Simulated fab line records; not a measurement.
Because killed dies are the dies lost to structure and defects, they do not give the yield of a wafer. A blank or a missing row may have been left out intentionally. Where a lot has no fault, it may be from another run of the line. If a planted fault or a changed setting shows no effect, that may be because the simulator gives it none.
fab line records	flow nandHarc
record: lots: 6	wafers: 18	lastDay: 22
route steps=1159 shown P_CONTACT@227 P_M0@253 END@1159
lots with no fault: from the same line, run without faults
startH: hours from the record's opening day to when the first of the lot's shown wafers began	waitH: hours elapsed since this lot's preceding step	" the same as in the row above	L1.1+2: a row that stands for several wafers	- no value, or no start given	* or withheld: withheld	< > ~ a bound
route shown NAME@n: NAME is a module with steps in the file, n the number in the route of the first one	usual: mean/standard deviation of fault-free wafers	same: alike in all rows	chamber/n: place in a boat	sites: the reading at each site	_std_site: standard deviation across them	_edge_site: the outer-site mean with the inner-site mean subtracted	radiusMm: for every site, how far away it sits from the centre of the wafer	mask NAME#n: copy n	behind: the most recent tool/chamber to have shaped the wafer	hold: reason for holding the lot/hours on hold/outcome of the hold	device: which transistor (n, p or np) failed to switch	end of line: the tests these same wafers got at the end of their route	a step without rows: its recipe alone	killed: count of dies lost to structure and defects at first sort (not the wafer's yield)	map: shows each die of a wafer: x if killed, . if not, _ if none is there
set.NAME: the setting that was run; set.NAME@STEP: the one run at that earlier step	model.NAME: the simulator's own value behind a step, which no gauge read
lots seen at some steps along the route; tables by step, rows by wafer
services: a tool's chamber out of use, with start hour (startH, from the record's first day; less than 0 if before it), hours out, and reason
== steps ==
step: NHARC_P_CONTACT_SOFTBAKE_07
recipe: tempC: 105	timeS: 55
step: NHARC_P_CONTACT_EBR_08
step: NHARC_P_CONTACT_EXPOSE_09
recipe: na: 1.35	targetCdNm: 90	doseMj: 81.26	maskId: P_CA
step: NHARC_P_CONTACT_PEB_10
recipe: pebTempC: 100	pebTimeS: 65
step: NHARC_P_CONTACT_DEVELOP_11
recipe: developTimeS: 35	devTempC: 23
step: NHARC_P_CONTACT_CD_MEAS_12
recipe: targetCdNm: 90	landingEnergyEv: 500
usual: cdNm: 90.1/0.49
lot.wafer	tool	chamber	startH	waitH	cdNm
L564.2	cdSem-03	0	105.35	-	90.2
L564.4	"	0	"	"	89.6
L564.6	"	0	"	"	89.7
L568.1	cdSem-01	0	125.52	-	89.7
L568.3	"	0	"	"	90.2
L568.4	"	0	"	"	90.5
L570.3	cdSem-02	0	146.48	-	90.3
L570.4	"	0	"	"	89.5
L570.5	"	0	"	"	89.4
L573.1	cdSem-01	0	156.68	-	89.6
L573.2	"	0	"	"	89.6
L573.5	"	0	"	"	90.2
L578.1	cdSem-02	0	195.91	-	89.9
L578.3	"	0	"	"	89.8
L578.4	"	0	"	"	89.9
L580.3	cdSem-02	0	204.42	-	90.5
L580.5	"	0	"	"	90.6
L580.6	"	0	"	"	90.9
step: NHARC_P_CONTACT_OVL_MEAS_13
usual: overlayXNm: 0.0/0.79	overlayYNm: -0.1/0.9
lot.wafer	tool	chamber	startH	waitH	overlayXNm	overlayYNm
L564.2	overlay-01	-	105.44	-	-0.5	-1.1
L564.4	"	-	"	"	-0.5	-0.5
L564.6	"	-	"	"	-0.2	0.0
L568.1	overlay-01	-	125.61	-	0.2	0.7
L568.3	"	-	"	"	0.2	0.5
L568.4	"	-	"	"	-0.1	-0.3
L570.3	overlay-01	-	146.57	-	1.7	0.5
L570.4	"	-	"	"	0.9	0.3
L570.5	"	-	"	"	0.9	0.0
L573.1	overlay-01	-	156.78	-	0.4	-0.5
L573.2	"	-	"	"	0.0	0.0
L573.5	"	-	"	"	0.2	-0.6
L578.1	overlay-02	-	196.00	-	-0.7	-0.5
L578.3	"	-	"	"	-0.5	-0.2
L578.4	"	-	"	"	-0.1	0.0
L580.3	overlay-01	-	204.51	-	0.0	0.3
L580.5	"	-	"	"	-0.1	0.7
L580.6	"	-	"	"	-0.1	0.1
step: NHARC_P_CONTACT_INSPECT_14
usual: rawDefectCount: 3.7/2.2
lot.wafer	tool	chamber	startH	waitH	rawDefectCount
L564.2	defectInspect-01	-	105.49	0.1	1
L564.4	"	-	"	"	4
L564.6	"	-	"	"	1
L568.1	defectInspect-01	-	125.65	0.0	4
L568.3	"	-	"	"	2
L568.4	"	-	"	"	2
L570.3	defectInspect-01	-	146.60	0.0	6
L570.4	"	-	"	"	5
L570.5	"	-	"	"	5
L573.1	defectInspect-01	-	156.82	0.0	7
L573.2	"	-	"	"	7
L573.5	"	-	"	"	8
L578.1	defectInspect-02	-	196.03	0.0	2
L578.3	"	-	"	"	2
L578.4	"	-	"	"	2
L580.3	defectInspect-01	-	204.54	0.0	1
L580.5	"	-	"	"	4
L580.6	"	-	"	"	5
step: NHARC_P_CONTACT_DESCUM_17
recipe: timeS: 3	o2FlowSccm: 200	arFlowSccm: 0	biasPowerW: 0	chemistry: O2
usual: drypumpMotorCurrentA: 5.8/0.55	oesProductAu: 0.999/0.0067	rfVppV: 57.9/0.98	showerheadPlenumPTorr: 1.97/0.072	throttleValvePct: 11.312/0.0084
same: biasPowerW: 0
lot.wafer	tool	chamber	startH	waitH	drypumpMotorCurrentA	oesProductAu	rfHoursCounterH	rfVppV	showerheadPlenumPTorr	throttleValvePct
L564.4	rieDiel-10	1	105.57	0.1	6.4	0.998	9	55.6	1.87	11.312
L564.2	"	2	"	"	6.3	0.984	9	57.5	2.04	11.309
L564.6	"	1	"	"	6.4	0.996	-	57.9	1.87	11.316
L568.1	rieDiel-13	0	125.71	0.1	6.1	0.998	2	58.0	1.86	11.313
L568.3	"	1	"	"	5.2	1.007	2	58.5	2.02	11.295
L568.4	"	3	"	"	5.4	0.997	2	58.9	2.04	11.304
L570.3	rieDiel-10	3	146.66	0.1	4.9	0.983	13	57.5	1.93	11.304
L570.4	"	1	"	"	6.4	0.993	13	57.0	1.86	11.310
L570.5	"	0	"	"	6.5	0.994	-	56.6	2.03	11.308
L573.1	rieDiel-10	2	156.89	0.1	6.3	0.994	14	58.5	2.04	11.313
L573.2	"	3	"	"	4.9	1.001	15	58.0	1.93	11.317
L573.5	"	2	"	"	6.3	0.995	-	57.7	2.04	11.311
L578.4	rieDiel-13	2	196.09	0.1	5.6	1.004	10	57.0	1.98	11.309
L578.3	"	0	"	"	6.1	1.001	10	58.9	1.85	11.317
L578.1	"	1	"	"	5.1	0.994	9	57.4	2.02	11.312
L580.3	rieDiel-13	2	204.60	0.1	5.5	1.010	12	58.8	1.98	11.333
L580.5	"	2	"	"	5.5	0.997	-	58.9	1.98	11.311
L580.6	"	3	"	"	5.4	0.998	-	58.5	2.04	11.314
step: NHARC_P_CONTACT_ETCH_35
recipe: targetDepthA: 390	overEtchFrac: 0.3	timeS: 65	ionEnergyEv: 80	cf4FlowSccm: 150	arFlowSccm: 0	rfW: 300	biasW: 100	chemistry: CF4
step: NHARC_P_CONTACT_ETCH_36
recipe: targetDepthA: 2600	overEtchFrac: 0.25	timeS: 406.25	ionEnergyEv: 200	n2FlowSccm: 150	h2FlowSccm: 150	arFlowSccm: 0	rfW: 400	biasW: 150	chemistry: N2/H2
usual: biasW: 150.0/0.47	drypumpMotorCurrentA: 5.8/0.55	oesProductAu: 0.999/0.0071	rfVppV: 432.3/2.3	showerheadPlenumPTorr: 2.10/0.078	throttleValvePct: 14.173/0.01
lot.wafer	tool	chamber	startH	waitH	biasW	drypumpMotorCurrentA	oesProductAu	rfHoursCounterH	rfVppV	showerheadPlenumPTorr	throttleValvePct
L564.2	rieDiel-10	1	-	-	150.0	6.4	1.002	9	428.9	1.99	14.189
L564.4	"	3	"	"	150.1	4.9	0.997	10	430.5	2.06	14.149
L564.6	"	1	"	"	150.1	6.4	1.001	-	428.3	1.99	14.168
L568.3	rieDiel-13	3	-	-	150.3	5.4	0.994	2	433.6	2.18	14.157
L568.1	"	1	"	"	149.2	5.1	1.007	2	433.7	2.16	14.176
L568.4	"	2	"	"	149.8	5.5	0.997	2	434.4	2.12	14.176
L570.3	rieDiel-10	1	-	-	149.1	6.4	1.000	13	429.7	1.99	14.159
L570.4	"	3	"	"	150.6	4.9	0.998	14	430.1	2.06	14.161
L570.5	"	0	"	"	149.8	6.5	0.988	-	433.8	2.16	14.175
L573.2	rieDiel-10	0	-	-	149.9	6.5	1.006	16	434.4	2.16	14.173
L573.1	"	1	"	"	149.9	6.4	1.006	15	428.5	1.98	14.197
L573.5	"	3	"	"	150.6	4.9	1.004	-	430.1	2.06	14.180
L578.3	rieDiel-13	2	-	-	150.5	5.5	0.997	11	433.6	2.12	14.179
L578.1	"	0	"	"	149.7	6.1	0.989	10	428.2	1.97	14.164
L578.4	"	1	"	"	150.3	5.2	0.999	9	433.5	2.16	14.175
L580.3	rieDiel-13	2	-	-	150.8	5.5	1.002	12	432.7	2.12	14.168
L580.5	"	1	"	"	150.5	5.1	1.000	-	433.6	2.16	14.175
L580.6	"	2	"	"	150.5	5.5	1.014	-	432.7	2.12	14.167
step: NHARC_P_CONTACT_ETCH_18
recipe: targetDepthA: 4810	timeS: 240.5	c4f8FlowSccm: 20	o2FlowSccm: 10	arFlowSccm: withheld	rfW: 600	biasW: 1500	chemistry: C4F8/O2/Ar
step: NHARC_P_CONTACT_STRIP_37
recipe: c4f8FlowSccm: withheld	o2FlowSccm: 8	arFlowSccm: withheld	biasW: 0	chemistry: C4F8/O2/Ar
lot.wafer	tool	chamber	startH	waitH
L564.2+4+6	rieDiel-10	2,3,1	106.72	-
L568.1+3+4	rieDiel-13	0,1,3	126.49	-
L570.4+3+5	rieDiel-10	1,2,1	147.38	-
L573.1+2+5	rieDiel-10	0,1,2	157.57	-
L578.1+3+4	rieDiel-13	2,3,1	196.77	-
L580.3+5+6	rieDiel-13	1,2,3	205.29	-
step: NHARC_P_CONTACT_ETCH_31
recipe: targetDepthA: 300	timeS: 85.7	ionEnergyEv: 120	overEtchFrac: 1	ch3fFlowSccm: 50	o2FlowSccm: 30	arFlowSccm: 200	rfW: 500	biasW: 100	chemistry: CH3F/O2
step: NHARC_P_CONTACT_CD_MEAS_19
usual: cdNm: 90.1/1.1
lot.wafer	tool	chamber	startH	waitH	cdNm
L564.2	cdSem-02	-	106.91	-	88.8
L564.4	"	-	"	"	89.4
L564.6	"	-	"	"	89.3
L568.1	cdSem-02	-	126.68	-	88.7
L568.3	"	-	"	"	90.5
L568.4	"	-	"	"	91.0
L570.3	cdSem-02	-	147.63	-	89.8
L570.4	"	-	"	"	90.1
L570.5	"	-	"	"	91.3
L573.1	cdSem-03	-	157.75	-	88.2
L573.2	"	-	"	"	88.2
L573.5	"	-	"	"	90.0
L578.1	cdSem-02	-	196.96	-	90.0
L578.3	"	-	"	"	90.3
L578.4	"	-	"	"	89.0
L580.3	cdSem-03	-	205.48	-	91.1
L580.5	"	-	"	"	90.6
L580.6	"	-	"	"	91.2
step: NHARC_P_CONTACT_STRIP_28
recipe: o2FlowSccm: 500	arFlowSccm: 0	biasW: 0	chemistry: O2
usual: drypumpMotorCurrentA: 5.8/0.54	oesProductAu: 0.998/0.0079	rfVppV: 58.0/0.9	showerheadPlenumPTorr: 3.61/0.13	throttleValvePct: 17.037/0.0097
same: biasW: 0
lot.wafer	tool	chamber	startH	waitH	drypumpMotorCurrentA	oesProductAu	rfHoursCounterH	rfVppV	showerheadPlenumPTorr	throttleValvePct
L564.4	rieDiel-10	3	107.01	0.1	4.9	0.983	10	58.3	3.56	17.039
L564.2	"	0	"	"	6.5	0.998	11	58.4	3.73	17.037
L564.6	"	2	"	"	6.3	0.994	-	59.1	3.74	17.048
L568.4	rieDiel-10	2	126.75	0.1	6.3	0.996	11	59.3	3.74	17.034
L568.1	"	3	"	"	4.9	1.003	12	57.6	3.56	17.048
L568.3	"	0	"	"	6.5	1.007	13	57.8	3.72	17.027
L570.3	rieDiel-10	2	147.76	0.1	6.3	1.000	13	58.5	3.74	17.024
L570.4	"	0	"	"	6.5	0.985	15	57.4	3.72	17.022
L570.5	"	2	"	"	6.3	0.995	-	58.6	3.74	17.041
L573.2	rieDiel-10	2	157.86	0.1	6.3	0.998	14	58.7	3.74	17.029
L573.1	"	3	"	"	4.9	0.998	15	57.8	3.56	17.030
L573.5	"	0	"	"	6.5	0.996	-	57.3	3.72	17.039
L578.1	rieDiel-10	0	197.04	0.1	6.5	0.998	1	59.6	3.72	17.032
L578.4	"	1	"	"	6.4	0.997	1	57.2	3.44	17.031
L578.3	"	3	"	"	4.9	0.992	1	59.7	3.56	17.023
L580.3	rieDiel-10	0	205.57	0.1	6.5	0.996	2	59.2	3.72	17.028
L580.6	"	3	"	"	4.9	0.989	-	56.4	3.56	17.034
L580.5	"	0	"	"	6.5	1.001	-	57.5	3.72	17.039
step: NHARC_P_CONTACT_STRIP_29
recipe: timeS: 1200	tempC: 72.5	chemistry: postEtchResidueRemover
step: NHARC_P_CONTACT_DEGAS_38
recipe: tempC: 300	timeS: 60
step: NHARC_P_CONTACT_PRE_CLEAN_39
recipe: timeS: 19.5	biasV: 250	gas: Ar
step: NHARC_P_CONTACT_PVD_32
recipe: targetThkA: 50	chamberPressurePa: 5	powerW: 5000	substrateTempC: 200	timeS: 17.7	material: Ti
usual: throttleValvePct: 30.0/0.69
lot.wafer	tool	chamber	startH	waitH	throttleValvePct
L564.2	pvdSputter-01	-	-	-	30.1
L564.4	"	-	"	"	29.3
L564.6	"	-	"	"	29.8
L568.1	pvdSputter-02	-	-	-	28.8
L568.4	"	-	"	"	31.3
L568.3	"	-	"	"	31.6
L570.3	pvdSputter-02	-	-	-	28.9
L570.4	"	-	"	"	31.2
L570.5	"	-	"	"	28.7
L573.2	pvdSputter-03	-	-	-	30.4
L573.1	"	-	"	"	30.0
L573.5	"	-	"	"	29.7
L578.3	pvdSputter-03	-	-	-	30.0
L578.1	"	-	"	"	29.2
L578.4	"	-	"	"	30.3
L580.3	pvdSputter-03	-	-	-	29.6
L580.6	"	-	"	"	30.4
L580.5	"	-	"	"	29.8
step: NHARC_P_CONTACT_ALD_22
recipe: targetThkA: 30	pulseTimeS: 1	aldCycles: 150	tempC: 450	material: TiN
step: NHARC_P_CONTACT_CVD_23
recipe: targetThkA: 2000	tempC: 300	pressureTorr: 40	wf6FlowSccm: 40	h2FlowSccm: 1600	arFlowSccm: 1560	timeS: 557	material: W
step: NHARC_P_CONTACT_CMP_24
recipe: tOverpolishS: 30	targetThkNm: 200
step: NHARC_P_CONTACT_SRD_26
step: NHARC_P_M0_DEP_00
recipe: targetThkA: 1500	targetThkNm: 150	tempC: withheld	pressureTorr: 5	flowSccm: 200	rfW: 600	material: SiOC
step: NHARC_P_M0_DEHYDRATE_01
recipe: tempC: 150	timeS: 120
step: NHARC_P_M0_HMDS_02
recipe: timeS: 30
step: NHARC_P_M0_COAT_33
recipe: tempC: 200	timeS: 65
step: NHARC_P_M0_COAT_03
recipe: spinRpm: 1500	resistThkNm: 90
step: NHARC_P_M0_SOFTBAKE_04
recipe: tempC: 105	timeS: 55
step: NHARC_P_M0_EBR_05
step: NHARC_P_M0_EXPOSE_06
recipe: na: 1.35	targetCdNm: 90	doseMj: 81.28	maskId: P_M0
step: NHARC_P_M0_PEB_07
recipe: pebTempC: 100	pebTimeS: 65
step: NHARC_P_M0_DEVELOP_08
recipe: developTimeS: 35	devTempC: 23
step: NHARC_P_M0_CD_MEAS_09
recipe: targetCdNm: 90	landingEnergyEv: 500
usual: cdNm: 90.0/0.47
lot.wafer	tool	chamber	startH	waitH	cdNm
L564.2	cdSem-02	0	110.76	-	89.9
L564.4	"	0	"	"	89.7
L564.6	"	0	"	"	90.2
L568.1	cdSem-02	0	133.38	-	90.3
L568.3	"	0	"	"	90.3
L568.4	"	0	"	"	90.0
L570.3	cdSem-02	0	150.80	-	89.8
L570.4	"	0	"	"	90.1
L570.5	"	0	"	"	89.6
L573.1	cdSem-01	0	161.11	-	90.8
L573.2	"	0	"	"	90.8
L573.5	"	0	"	"	90.6
L578.1	cdSem-03	0	208.78	-	90.6
L578.3	"	0	"	"	89.8
L578.4	"	0	"	"	90.5
L580.3	cdSem-03	0	213.16	-	89.5
L580.5	"	0	"	"	89.5
L580.6	"	0	"	"	90.1
step: NHARC_P_M0_OVL_MEAS_10
recipe: pitchNm: 180
usual: overlayXNm: 0.1/0.76	overlayYNm: -0.1/0.62
lot.wafer	tool	chamber	startH	waitH	overlayXNm	overlayYNm
L564.2	overlay-02	-	110.84	-	1.1	-0.3
L564.4	"	-	"	"	1.5	-0.7
L564.6	"	-	"	"	1.4	-0.8
L568.1	overlay-01	-	133.46	-	0.4	-0.9
L568.3	"	-	"	"	0.1	-1.4
L568.4	"	-	"	"	0.9	-1.1
L570.3	overlay-02	-	150.88	-	-0.8	0.7
L570.4	"	-	"	"	-1.4	0.8
L570.5	"	-	"	"	-1.0	0.9
L573.1	overlay-02	-	161.20	-	0.7	-0.4
L573.2	"	-	"	"	0.5	-0.5
L573.5	"	-	"	"	0.8	0.1
L578.1	overlay-01	-	208.87	-	-0.4	-0.2
L578.3	"	-	"	"	-0.9	-0.2
L578.4	"	-	"	"	-0.9	0.0
L580.3	overlay-02	-	213.25	-	1.0	-0.1
L580.5	"	-	"	"	0.0	0.0
L580.6	"	-	"	"	0.8	-0.4
step: NHARC_P_M0_DESCUM_14
recipe: timeS: 3	o2FlowSccm: 200	arFlowSccm: 0	biasPowerW: 0	chemistry: O2
step: NHARC_P_M0_ETCH_34
recipe: targetDepthA: 400	overetchA: 120	timeS: 43.94	ionEnergyEv: 200	n2FlowSccm: 150	h2FlowSccm: 150	arFlowSccm: 0	rfW: 400	biasW: 150	chemistry: N2/H2
usual: biasW: 150.0/0.41	drypumpMotorCurrentA: 5.8/0.59	oesProductAu: 1.004/0.0076	rfVppV: 430.0/2.7	showerheadPlenumPTorr: 2.02/0.094	throttleValvePct: 14.171/0.0092
lot.wafer	tool	chamber	startH	waitH	biasW	drypumpMotorCurrentA	oesProductAu	rfHoursCounterH	rfVppV	showerheadPlenumPTorr	throttleValvePct
L564.4	rieDiel-05	0	111.03	0.1	150.4	6.4	0.995	8	427.5	1.94	14.169
L564.2	"	2	"	"	150.0	6.5	1.008	8	429.8	2.01	14.166
L564.6	"	0	"	"	151.0	6.4	0.994	-	427.3	1.94	14.161
L568.4	rieDiel-09	1	133.65	0.1	149.7	5.6	1.007	4	428.6	1.94	14.164
L568.1	"	2	"	"	151.2	5.0	0.996	3	429.2	1.95	14.150
L568.3	"	0	"	"	150.1	5.4	1.007	4	434.6	2.16	14.161
L570.4	rieDiel-09	3	151.06	0.1	149.8	6.6	1.011	5	433.0	2.16	14.195
L570.3	"	2	"	"	149.8	5.0	1.001	4	427.5	1.95	14.161
L570.5	"	3	"	"	150.3	6.6	1.000	-	433.0	2.16	14.161
L573.1	rieDiel-09	2	161.38	0.1	149.8	5.0	1.018	5	427.1	1.95	14.175
L573.2	"	1	"	"	150.4	5.7	0.999	6	427.6	1.94	14.180
L573.5	"	3	"	"	150.3	6.7	1.007	-	435.5	2.16	14.178
L578.3	rieDiel-09	2	209.05	0.1	149.9	4.9	1.016	8	428.7	1.95	14.169
L578.4	"	0	"	"	149.9	5.4	1.001	9	432.7	2.15	14.167
L578.1	"	1	"	"	149.8	5.6	1.005	9	425.8	1.94	14.188
L580.3	rieDiel-02	3	213.85	0.4	149.8	5.1	0.996	3	426.6	1.93	14.164
L580.5	"	0	"	"	149.7	5.6	1.015	-	428.7	2.04	14.182
L580.6	"	1	"	"	150.4	5.5	0.990	-	426.9	1.96	14.165
step: NHARC_P_M0_ETCH_15
recipe: targetDepthA: 1500	overetchA: 150	timeS: 82.5	c4f8FlowSccm: withheld	arFlowSccm: 400	rfW: 600	biasW: 300	chemistry: C4F8/Ar
step: NHARC_END_SORT_01
recipe: tempC: 25
usual: killedAtArray: 28/11	killedAtOther: 0.8/1.3	killedAtPeriphery: 3.6/2.5	killedDies: 32/11	killedOpen: 3.0/1.8	killedShort: 2.0/1.5
same: grossDies: 677
lot.wafer	tool	chamber	startH	waitH	killedAtArray	killedAtOther	killedAtPeriphery	killedDies	killedOpen	killedShort
L578.1	prober-02	0	524.24	2.5	24	0	44	68	4	1
L578.3	prober-02	0	525.83	3.1	23	0	98	121	3	1
L578.4	prober-02	0	526.62	3.4	14	0	88	102	3	3
L580.3	prober-01	0	532.80	3.1	14	0	92	106	3	1
L580.5	prober-01	0	534.42	3.7	15	0	55	70	1	1
L580.6	prober-01	0	535.23	4.0	31	0	95	126	2	2
killed by level:class
L578.1 P_CONTACT:unspecified=43 A_CHANNEL_HOLE_D1:chamberFilmFlake=14 A_STAIRCASE:chamberFilmFlake=2 A_CONTACT:chamberFilmFlake=2 P_CONTACT:geometricParticle:open=1 A_ONON_D1:geometricParticle:open=1 A_ONON_D1:geometricParticle:short=1 A_CONTACT:geometricParticle:open=1
L578.3 P_CONTACT:unspecified=95 A_CHANNEL_HOLE_D1:chamberFilmFlake=13 A_CONTACT:chamberFilmFlake=5 P_STI:chamberFilmFlake=2 A_CHANNEL_HOLE_D1:geometricParticle:short=1 A_WL_FILL:geometricParticle:open=1 A_CONTACT:geometricParticle:open=1 A_M0:geometricParticle:open=1
L578.4 P_CONTACT:unspecified=86 A_CONTACT:chamberFilmFlake=6 A_CHANNEL_HOLE_D1:chamberFilmFlake=2 P_ZERO_WELL:geometricParticle:short=1 A_ONON_D1:geometricParticle:open=1 A_CHANNEL_FILL_D1:geometricParticle:open=1 A_SGD_CUT:geometricParticle:short=1 A_M0:geometricParticle:short=1
L580.3 P_CONTACT:unspecified=90 A_STAIRCASE:chamberFilmFlake=5 A_CHANNEL_HOLE_D1:chamberFilmFlake=2 A_M1:chamberFilmFlake=2 P_M0:geometricParticle:short=1 P_M2:geometricParticle:open=1 A_SOURCE_PLATE:geometricParticle:open=1 A_CONTACT:geometricParticle:open=1
L580.5 P_CONTACT:unspecified=49 A_CHANNEL_HOLE_D1:chamberFilmFlake=9 P_M1:chamberFilmFlake=2 A_STAIRCASE:chamberFilmFlake=2 A_CONTACT:chamberFilmFlake=2 P_GATE:geometricParticle:open=1 P_M1:geometricParticle:short=1 P_STI:chamberFilmFlake=1
L580.6 P_CONTACT:unspecified=94 A_CHANNEL_HOLE_D1:chamberFilmFlake=18 A_STAIRCASE:chamberFilmFlake=5 A_M1:chamberFilmFlake=2 A_SOURCE_PLATE:geometricParticle:short=1 A_CHANNEL_FILL_D1:geometricParticle:open=1 A_CONTACT:geometricParticle:open=1 A_CONTACT:geometricParticle:short=1
map L578.3 (x killed, . not)
____________.____________
_________......._________
_______..........._______
______.............______
_____.............x._____
____.................____
____.................____
___...................___
___.x.................___
__.....................__
__........x............__
_.......x.xx............_
_......................._
_......................._
_...........x.x........._
_......................._
....................x....
.......................x.
......................x..
................xxx.x....
..................xxxx...
_...............xxxxxxx._
_.............x..xxxxxxx_
_...x..x......xxxxxxxxxx_
_..............xxxxxxxxx_
_........x.....xxxxxxxx._
__.............xxxxxxxx__
__.............xxxxxxxx__
___.....x......xxxxxxx___
___.x.x........xxxxxxx___
____x.xx......xxxxxxx____
____xx...........xxxx____
_____xxx.........xx._____
______x...........x______
_______x.........._______
_________......._________
____________.____________
map L580.6 (x killed, . not)
____________.____________
_________......._________
_______....x......_______
______...x.........______
_____..............._____
____.................____
____.................____
___...................___
___....x............x.___
__.................x...__
__.....................__
_......................._
_......................._
_....x.................._
_......................._
_......................._
......x..x...............
.......x..........x......
.....................x...
..x..xx.........xx.......
...x.xx..........xxx.xx..
_..xx............xxxxxxx_
_..xxx.........xxxxxxxxx_
_.xxxx.........xxxxxxxxx_
_..x.x.........xxxxxxxxx_
_..xx..........xxxxxxxxx_
__.x..........xxxxxxxxx__
__.............xxxxxxxx__
___............xxxxxxx___
___.............xxxxxx___
____............xxxxx____
____............xxxxx____
_____............xxx_____
______............x______
_______..........x_______
_________......._________
____________.____________
== services ==
tool	chamber	startH	hours	kind
rieDiel-10	0	82.01	-	clean
rieDiel-10	1	82.01	-	clean
rieDiel-10	2	82.01	-	clean
rieDiel-10	3	82.01	-	clean
rieDiel-13	-	99.00	9.0	pm
pvdSputter-03	-	102.02	10.0	pm
rieDiel-10	0	106.51	-	clean
rieDiel-10	1	106.51	-	clean
rieDiel-13	3	115.32	4.6	repair
rieDiel-09	2	118.57	4.9	repair
rieDiel-02	3	125.14	5.6	repair
rieDiel-05	0	131.24	4.3	repair
rieDiel-13	1	131.91	7.5	repair
pvdSputter-03	-	133.31	2.0	repair
rieDiel-02	-	150.70	9.0	pm
pvdSputter-01	-	152.11	2.6	repair
pvdSputter-01	-	158.00	10.0	pm
rieDiel-05	-	163.60	9.0	pm
rieDiel-10	0	168.76	4.2	repair
rieDiel-02	2	174.29	8.0	repair
rieDiel-10	-	176.50	9.0	pm
rieDiel-09	3	178.54	15.0	repair
rieDiel-13	0	188.16	5.6	repair
pvdSputter-02	-	206.14	3.0	repair
== key ==
firstSign: step: NHARC_END_SORT_01	reading: killedAtPeriphery	direction: up	sigmas: 30	usual: 3.6	struck: 78.7
effect: step: NHARC_END_SORT_01	reading: killedDies	direction: up	sigmas: 6	usual: 32	struck: 99
moreKillsBornAt: NHARC_P_CONTACT_STRIP_37@rieDiel-13: 457
metAt NHARC_P_CONTACT_STRIP_37
struckWafers L578.1,L578.3,L578.4,L580.3,L580.5,L580.6
testerLeftOut L578,L580
onsetBetween 126.49 196.77
alsoFits time
fault: kind: chamberParticleSource	tool: rieDiel-13	chamber: -	onsetH: 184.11	steps: NHARC_P_CONTACT_STRIP_37	ratePerVisitCm2: 2.1073	endH: 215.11
testerLeftOut: of these lots the tester's yield and bins aren't shown, on N5 and GAA mostly nor the transistor test; their killed dies are dies lost to structure and defects alone, not to doping, threshold or leakage, so they don't give the yield
